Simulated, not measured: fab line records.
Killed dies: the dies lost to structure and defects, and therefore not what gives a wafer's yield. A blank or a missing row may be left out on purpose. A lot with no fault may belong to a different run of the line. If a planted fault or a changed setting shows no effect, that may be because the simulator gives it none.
Split-lot study || flow n5 finfet || on a route of 1938 steps: 7 lots, 21 wafers read

== ABOUT THE SPLIT ==
At N5_SD_EPI_P_EXPOSE_06 (exposes mask SD P BLK, target cd 240 nm), the setting dose mj was moved away from the recipe's 39.5 on 5 of the 21 wafers read, by -7.4% to +6.7%. The other wafers ran this setting at the recipe's value.

== FROM THE SPLIT TO THE READING: what the file shows between them, 2 steps ==
- N5_SD_EPI_P_PEB_07: peb time 60 s
- N5_SD_EPI_P_DEVELOP_08: develop time 30 s

== THE READING ==
cd nm (nm) at N5_SD_EPI_P_CD_MEAS_09, where the cd target is 240 nm. A value of 240.4 nm with a standard deviation of 0.94 nm is what fault-free wafers of this fab line usually give.

{"wafer": "L084.3", "tool, chamber at the split": "arfi scanner-03, 0", "dose mj as run": 40.33, "against the recipe": "+2.1%", "cd nm, nm": 241.7, "against lot-mates on the recipe": "+1.5"}
{"wafer": "L084.4", "tool, chamber at the split": "arfi scanner-03, 0", "dose mj as run": 39.5, "against the recipe": "recipe", "cd nm, nm": 240.0, "against lot-mates on the recipe": "-"}
{"wafer": "L084.5", "tool, chamber at the split": "arfi scanner-03, 0", "dose mj as run": 39.5, "against the recipe": "recipe", "cd nm, nm": 240.4, "against lot-mates on the recipe": "-"}
{"wafer": "L085.1", "tool, chamber at the split": "arfi scanner-01, 0", "dose mj as run": 39.5, "against the recipe": "recipe", "cd nm, nm": 240.2, "against lot-mates on the recipe": "-"}
{"wafer": "L085.2", "tool, chamber at the split": "arfi scanner-01, 0", "dose mj as run": 39.5, "against the recipe": "recipe", "cd nm, nm": 240.9, "against lot-mates on the recipe": "-"}
{"wafer": "L085.3", "tool, chamber at the split": "arfi scanner-01, 0", "dose mj as run": 42.13, "against the recipe": "+6.7%", "cd nm, nm": 245.1, "against lot-mates on the recipe": "+4.5"}
{"wafer": "L086.3", "tool, chamber at the split": "arfi scanner-03, 0", "dose mj as run": 39.5, "against the recipe": "recipe", "cd nm, nm": 240.9, "against lot-mates on the recipe": "-"}
{"wafer": "L086.4", "tool, chamber at the split": "arfi scanner-03, 0", "dose mj as run": 39.5, "against the recipe": "recipe", "cd nm, nm": 240.4, "against lot-mates on the recipe": "-"}
{"wafer": "L086.5", "tool, chamber at the split": "arfi scanner-03, 0", "dose mj as run": 39.5, "against the recipe": "recipe", "cd nm, nm": 240.5, "against lot-mates on the recipe": "-"}
{"wafer": "L089.1", "tool, chamber at the split": "arfi scanner-01, 0", "dose mj as run": 39.5, "against the recipe": "recipe", "cd nm, nm": 239.3, "against lot-mates on the recipe": "-"}
{"wafer": "L089.5", "tool, chamber at the split": "arfi scanner-01, 0", "dose mj as run": 40.71, "against the recipe": "+3.1%", "cd nm, nm": 242.0, "against lot-mates on the recipe": "+2.4"}
{"wafer": "L089.6", "tool, chamber at the split": "arfi scanner-01, 0", "dose mj as run": 39.5, "against the recipe": "recipe", "cd nm, nm": 239.8, "against lot-mates on the recipe": "-"}
{"wafer": "L090.2", "tool, chamber at the split": "arfi scanner-02, 0", "dose mj as run": 39.5, "against the recipe": "recipe", "cd nm, nm": 240.1, "against lot-mates on the recipe": "-"}
{"wafer": "L090.4", "tool, chamber at the split": "arfi scanner-02, 0", "dose mj as run": 39.5, "against the recipe": "recipe", "cd nm, nm": 240.8, "against lot-mates on the recipe": "-"}
{"wafer": "L090.5", "tool, chamber at the split": "arfi scanner-02, 0", "dose mj as run": 39.5, "against the recipe": "recipe", "cd nm, nm": 242.0, "against lot-mates on the recipe": "-"}
{"wafer": "L096.1", "tool, chamber at the split": "arfi scanner-01, 0", "dose mj as run": 39.5, "against the recipe": "recipe", "cd nm, nm": 240.1, "against lot-mates on the recipe": "-"}
{"wafer": "L096.2", "tool, chamber at the split": "arfi scanner-01, 0", "dose mj as run": 39.5, "against the recipe": "recipe", "cd nm, nm": 240.6, "against lot-mates on the recipe": "-"}
{"wafer": "L096.6", "tool, chamber at the split": "arfi scanner-01, 0", "dose mj as run": 39.5, "against the recipe": "recipe", "cd nm, nm": 240.7, "against lot-mates on the recipe": "-"}
{"wafer": "L097.2", "tool, chamber at the split": "arfi scanner-02, 0", "dose mj as run": 36.58, "against the recipe": "-7.4%", "cd nm, nm": 235.8, "against lot-mates on the recipe": -5.2}
{"wafer": "L097.4", "tool, chamber at the split": "arfi scanner-02, 0", "dose mj as run": 39.5, "against the recipe": "recipe", "cd nm, nm": 241.0, "against lot-mates on the recipe": "-"}
{"wafer": "L097.5", "tool, chamber at the split": "arfi scanner-02, 0", "dose mj as run": 36.58, "against the recipe": "-7.4%", "cd nm, nm": 235.2, "against lot-mates on the recipe": -5.8}

THE FIT
A straight line over all 21 wafers: cd nm changes by +0.666 nm for each +1% of dose mj; r = +0.96; the points scatter about the line by 0.57 nm.
The same after taking each lot's own level away (the mean of its wafers on the recipe; 21 wafers): +0.73 nm for each +1%; r = +0.98; scatter 0.4 nm.
Per that fit: largest dose mj move, reading shift of 5.4 nm.
Across the lots, their own levels run from 239.55 to 241.00 nm, a range of 1.5 times the standard deviation given above.
So the lot-to-lot level changes the slope little: the two slopes agree.
Check: for one of the wafers moved furthest among these (-7.4%), held out of the fit, the line's prediction against its lot-mates is -5.53 nm. Against them it came out at -5.2 nm.

== ADDITIONAL SPLITS CARRIED BY THESE WAFERS ==
Before the reading, these wafers also passed through other splits. Each is held against what the fit with the lots' levels taken away leaves over:
{"other split on the same wafers": "N5_PMOS_HMC_CHANNEL_EPI_COAT_03 spin rpm", "wafers away from the commonest value": 5, "r with cd nm (lot level and that fit taken away)": "+0.06"}
{"other split on the same wafers": "N5_PMOS_HMC_CHANNEL_EPI_DEVELOP_08 develop time s", "wafers away from the commonest value": 9, "r with cd nm (lot level and that fit taken away)": "+0.27"}
{"other split on the same wafers": "N5_FIN_SAQP_ETCH_65 time s", "wafers away from the commonest value": 4, "r with cd nm (lot level and that fit taken away)": "+0.24"}
{"other split on the same wafers": "N5_FIN_CUT_ETCH_21 time s", "wafers away from the commonest value": 6, "r with cd nm (lot level and that fit taken away)": "+0.36"}
{"other split on the same wafers": "N5_SD_EPI_N_EPI_21 epi growth time s", "wafers away from the commonest value": 5, "r with cd nm (lot level and that fit taken away)": -0.06}

== THE WHOLE CHAIN: every reading that the file lists as answering this split, in the file's order ==
{"step": "N5_SD_EPI_P_CD_MEAS_09", "what it does": "target cd 240 nm", "reading": "cd nm", "change (the file's fit)": "+0.724 nm for each +1% of the setting", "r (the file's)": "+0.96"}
{"step": "N5_SD_EPI_P_DESCUM_14", "what it does": "chemistry O2, time 7.9 s", "reading": "SD_EPI_P.cd nm (the simulator's own value, which no gauge read)", "change (the file's fit)": "+0.737 nm for each +1% of the setting", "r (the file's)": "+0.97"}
{"step": "N5_SD_EPI_P_ETCH_36", "what it does": "etches SiARC in CF4, target depth 45.5 nm, time 75.8 s", "reading": "SD_EPI_P.cd nm (the simulator's own value, which no gauge read)", "change (the file's fit)": "+0.735 nm for each +1% of the setting", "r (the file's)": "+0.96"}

== FILE'S OWN FIT ==
cd nm changes by +0.724 nm for each +1% of dose mj, r = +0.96.
